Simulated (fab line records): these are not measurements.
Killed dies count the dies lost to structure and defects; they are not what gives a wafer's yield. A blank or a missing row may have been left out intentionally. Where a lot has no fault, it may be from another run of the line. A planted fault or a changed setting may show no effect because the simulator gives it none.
Lot-split experiment    flow n5_finfet    21 wafers read across 7 lots, on a route 1938 steps long

== THE SPLIT ==
At N5_SD_EPI_N_ETCH_16 (etches SiO2 in CHF3/O2, target depth 5 nm), the setting target_depth_a was moved away from the recipe's 50 angstrom on 7 of the 21 wafers read, by -5.6% to +9.0%. This setting was run at the recipe's value on the other wafers.

The reading is taken at the split's own step.

== THE READING ==
etch.depth_nm (the simulator's own value, which no gauge read), in nm, at N5_SD_EPI_N_ETCH_16 (etches SiO2 in CHF3/O2, target depth 5 nm). No usual value for it is given in the file. Here, 14 wafers ran the recipe; their average is 4.960 nm with a standard deviation of 0.05 nm.

wafer   tool, chamber at the split  target_depth_a as run, angstrom  against the recipe  etch.depth_nm, nm  against lot-mates on the recipe
L074.1  rie_diel-02, 0              50                               recipe              4.943              -
L074.2  rie_diel-02, 1              52.57                            +5.1%               5.299              +0.378
L074.6  rie_diel-02, 3              50                               recipe              4.9                -
L076.1  rie_diel-05, 2              50                               recipe              4.98               -
L076.2  rie_diel-05, 0              47.19                            -5.6%               4.673              -0.327
L076.3  rie_diel-05, 1              50                               recipe              5.02               -
L082.1  rie_diel-05, 2              50                               recipe              4.87               -
L082.4  rie_diel-05, 3              50                               recipe              5.012              -
L082.6  rie_diel-05, 2              50                               recipe              4.946              -
L087.4  rie_diel-05, 3              50                               recipe              4.968              -
L087.5  rie_diel-05, 1              53.67                            +7.3%               5.312              +0.397
L087.6  rie_diel-05, 2              50                               recipe              4.863              -
L089.1  rie_diel-05, 3              48.48                            -3.0%               4.869              -0.136
L089.2  rie_diel-05, 1              50                               recipe              5.005              -
L089.4  rie_diel-05, 2              48.48                            -3.0%               4.756              -0.249
L094.1  rie_diel-02, 3              54.51                            +9.0%               5.426              +0.420
L094.3  rie_diel-02, 2              50                               recipe              5.011              -
L094.5  rie_diel-02, 3              50                               recipe              5.001              -
L095.2  rie_diel-02, 2              47.93                            -4.1%               4.753              -0.210
L095.4  rie_diel-02, 2              50                               recipe              4.943              -
L095.6  rie_diel-02, 1              50                               recipe              4.982              -

THE FIT
A straight line over all 21 wafers: etch.depth_nm changes by +0.0519 nm for each +1% of target_depth_a; r = +0.96; the points scatter about the line by 0.05 nm.
The same after taking each lot's own level away (the mean of its wafers on the recipe; 21 wafers): +0.0547 nm for each +1%; r = +0.97; scatter 0.047 nm.
According to that fit, moving target_depth_a by its largest amount changes the reading by 0.49 nm.
Measured against the standard deviation above, the lots' own levels, which go from 4.9155 to 5.0060 nm, span 1.8 times it.
So the lot-to-lot level changes the slope little: the two slopes agree.
Check: with one of the wafers moved furthest among these (+9.0%) left out of the fit, the line predicts +0.537 nm for it against its lot-mates. Against them it came out at +0.42 nm.

== FURTHER SPLITS ON THESE WAFERS ==
Before the reading, these wafers also passed through other splits. Each is held against what the fit with the lots' levels taken away leaves over:
other split on the same wafers         wafers away from the commonest value  r with etch.depth_nm (lot level and that fit taken away)
N5_FIN_SAQP_SPACER1_ALD_24 ald_cycles  5                                     +0.12
N5_FIN_SAQP_ETCH_34 source_w           7                                     +0.19
N5_DUMMY_GATE_EXPOSE_12 dose_mj        4                                     -0.08
N5_DUMMY_GATE_ETCH_37 source_w         5                                     +0.12

== FILE'S OWN FIT ==
etch.depth_nm changes by +0.0544 nm for each +1% of target_depth_a, r = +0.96.
